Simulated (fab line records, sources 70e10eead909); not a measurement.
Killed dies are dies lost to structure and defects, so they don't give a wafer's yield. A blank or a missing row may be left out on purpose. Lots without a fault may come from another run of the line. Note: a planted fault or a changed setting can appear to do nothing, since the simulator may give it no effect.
One fault seen from 2 desks ; flow nandHarc ; each desk holds nothing but its own numbers, with what lay behind them at the end

## THE DEFECT DESK
Lot by lot, what the route's inspections counted, given as the mean of those sampled wafers with a number. The brackets show how far a lot's mean lies from the usual mean; more than 4 standard deviations puts the lot out of limits, marked OUT.
Columns: A = rawDefectCount at NHARC_P_CONTACT_INSPECT_27, usual 351
lot;first seen here;A
L336;day 6 07:05;476
L335;day 6 08:59;393
L337;day 6 16:14;259
L339;day 6 19:46;242
L338;day 6 20:19;318
L340;day 6 23:42;487
L341;day 7 04:57;388
L346;day 9 03:37;238
L350;day 9 12:58;353
L351;day 9 21:13;274
L352;day 9 21:30;357
L354;day 10 12:19;247
L353;day 10 17:22;323
L357;day 11 01:41;374
L356;day 11 01:52;246
Finding of this desk: none of the 15 lots has anything out of limits.

## DESK OF THE TOOL OWNER: rieDiel-13
The tool's own readings at NHARC_P_CONTACT_ETCH_31 (etches the open film in CH3F/O2, target depth 30 nm, time 85.7 s): means of the sampled wafers that have a number, for each lot that ran on this tool. The brackets show how far a lot's mean lies from the usual mean; more than 4 standard deviations puts the lot out of limits, marked OUT.
Columns: A = biasW at NHARC_P_CONTACT_ETCH_31, usual 100.0 W; B = ch3fFlowSccm at NHARC_P_CONTACT_ETCH_31, usual 49.99 sccm; C = drypumpMotorCurrentA at NHARC_P_CONTACT_ETCH_31, usual 5.9 A; D = oesProductAu at NHARC_P_CONTACT_ETCH_31, usual 0.985 a.u.; E = rfVppV at NHARC_P_CONTACT_ETCH_31, usual 244.2 V; F = showerheadPlenumPTorr at NHARC_P_CONTACT_ETCH_31, usual 2.44 Torr; G = throttleValvePct at NHARC_P_CONTACT_ETCH_31, usual 20.663 %
lot;first seen here;A;B;C;D;E;F;G
L339;day 6 11:38;99.4;50.01;6.0;0.991;243.8;2.45;20.663
L340;day 6 19:32;100.3;50.01;6.1;0.985;242.1;2.34;20.660
L341;day 7 02:14;100.3;50.20;6.1;0.987;243.8;2.41;20.667
L354;day 10 08:46;99.9;50.03;6.1;0.979;242.7;2.34;20.665
L353;day 10 10:14;99.9;49.81;6.4;0.986;244.6;2.42;20.671
L357;day 10 23:13;100.0;50.08;6.2;0.982;244.3;2.45;20.661
Finding of this desk: none of the 6 lots has anything out of limits.

## BROUGHT TOGETHER
The defect desk saw nothing out of limits.
The desk of the tool owner found nothing out of limits.

## WHAT THE SIMULATOR HAD PUT IN
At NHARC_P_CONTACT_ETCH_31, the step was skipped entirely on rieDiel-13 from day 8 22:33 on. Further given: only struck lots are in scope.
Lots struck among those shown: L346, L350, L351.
